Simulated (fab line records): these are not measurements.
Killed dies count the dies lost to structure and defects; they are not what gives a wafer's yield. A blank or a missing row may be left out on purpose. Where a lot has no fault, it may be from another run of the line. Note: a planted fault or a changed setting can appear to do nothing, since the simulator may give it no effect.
Comparing a struck lot with a sound one + flow n5_finfet + 15 out of 1938 route steps
Sound: wafers L186.1, L186.3, L186.6. Struck: wafer L199.2. (L199.6 of the same lot was not struck and is left out.) The cause comes at the end.
Order at every step that has rows: each side's tool, ch and its chambers, its first start. Under that, the readings that differ: sound wafers + struck wafers + difference of the means + sigmas: that difference in standard deviations of wafers without a fault.
alike: readings whose means differ by less than 2 such deviations, and words and numbers that are the same on both sides. not compared: withheld readings, readings that some wafer has no value for, bounds like >300 that may hide the same value, and numbers for which the record gives no deviation and whose values overlap.
A row with sigmas, a row that says differs or no value, or rows on one side alone: a step with any of these is where the two part. When numbers do not overlap yet have no deviation, they are printed without sigmas and do not part them. A reading that every wafer of one side lacks parts them only if that side has two wafers or more.

N5_BEOL_M0_TRENCH_ETCH_107: etches SiOC in C4F6/O2, target depth 32.8 nm, time 16.4 s.
  sound on rie_diel-06 ch 0,3, day 7 14:52; struck on rie_diel-06 ch 0, day 11 00:41
  alike: bias_w, drypump_motor_current_A, oes_product_au, rf_vpp_V, showerhead_plenum_p_Torr, throttle_valve_pct
  not compared: rf_hours_counter_h
N5_BEOL_M0_STRIP_142: strips in N2/H2, time 10 s.
  sound on rie_diel-06 ch 0,3, day 7 14:53; struck on rie_diel-06 ch 0, day 11 00:42
  alike: bias_power_w, drypump_motor_current_A, oes_product_au, rf_vpp_V, showerhead_plenum_p_Torr, throttle_valve_pct
  not compared: rf_hours_counter_h
N5_BEOL_M0_OCD_MEAS_108:
  sound: ocd-01 at day 7 14:58; struck: ocd-01 at day 11 00:47
  alike: trench_depth_nm
then, 6 steps without rows for these wafers: N5_BEOL_M0_HM_STRIP_129 (strips TiN in peroxide tin strip, target depth 17 nm, time 108 s); N5_BEOL_M0_SRD_130 (time 30 s); N5_BEOL_M0_ETCH_109 (etches SiCN in CH3F/O2, target depth 8 nm, overetch 2.4 nm, time 27.4 s); N5_BEOL_M0_STRIP_139 (strips in post etch residue remover, time 60 s); N5_BEOL_M0_SRD_111 (time 30 s); N5_BEOL_M0_DEGAS_112 (time 60 s).
N5_BEOL_M0_PRE_CLEAN_113: time 30 s.
  sound: pvd_sputter-03 at day 7 15:46; struck: pvd_sputter-02 at day 11 01:19
  alike: heater_power_w
N5_BEOL_M0_ALD_136: deposits TaN, pulse time 2 s, purge time 3 s, co reactant purge time 2 s.
  sound on ald_metal-04 ch 0,1, day 7 15:49; struck on ald_metal-04 ch 2, day 11 01:36
  alike: heater_power_w, precursor_vessel_carrier_sccm
next, for these wafers, 1 step has no rows: N5_BEOL_M0_SURFACE_TREAT_137.
N5_BEOL_M0_CVD_115: deposits Co from CCTBA/H2, time 120 s.
  sound on cvd_co-01 ch 0,2, day 7 16:06; struck on cvd_co-01 ch 1, day 11 03:11
| reading          | sound             | struck | difference | sigmas      |
|------------------|-------------------|--------|------------|-------------|
| run_length_s (s) | 142.4 142.6 143.4 | 72.4   | -70.4      | -99 or more |
N5_BEOL_M0_SPUTTER_116: material Cu, target thk 4 nm, time 7.37 s.
  sound: pvd_sputter-03 at day 7 16:15; struck: pvd_sputter-01 at day 11 04:46
  alike: throttle_valve_pct
-- here the record skips 2 days between the struck wafers' starts before and after, leaving off in module BEOL_M0 and picking up in module BEOL_M4 (first step shown: number 1111 of the route) --
N5_BEOL_M4_RC_MEAS_101:
  sound on prober-01 ch 0, day 9 12:20; struck on prober-01 ch 0, day 13 10:06
| reading       | sound          | struck | difference | sigmas |
|---------------|----------------|--------|------------|--------|
| DIBL_P (mV/V) | 35.6 37.7 38.3 | 32.2   | -5.0       | -2     |
| SS_P (mV/dec) | 73.5 74.0 74.1 | 71.8   | -2.1       | -3     |
  alike: DIBL_N, IOFF_N, IOFF_P, ION_N, ION_P, SS_N, VT_N, VT_P

== WHERE THEY PART ==
At N5_BEOL_M0_CVD_115 first; at N5_BEOL_M4_RC_MEAS_101 last (within this record only).

WHY: the cause the simulator had injected
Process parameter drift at N5_BEOL_M0_CVD_115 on cvd_co-01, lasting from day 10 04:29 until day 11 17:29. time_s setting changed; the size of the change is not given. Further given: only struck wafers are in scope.
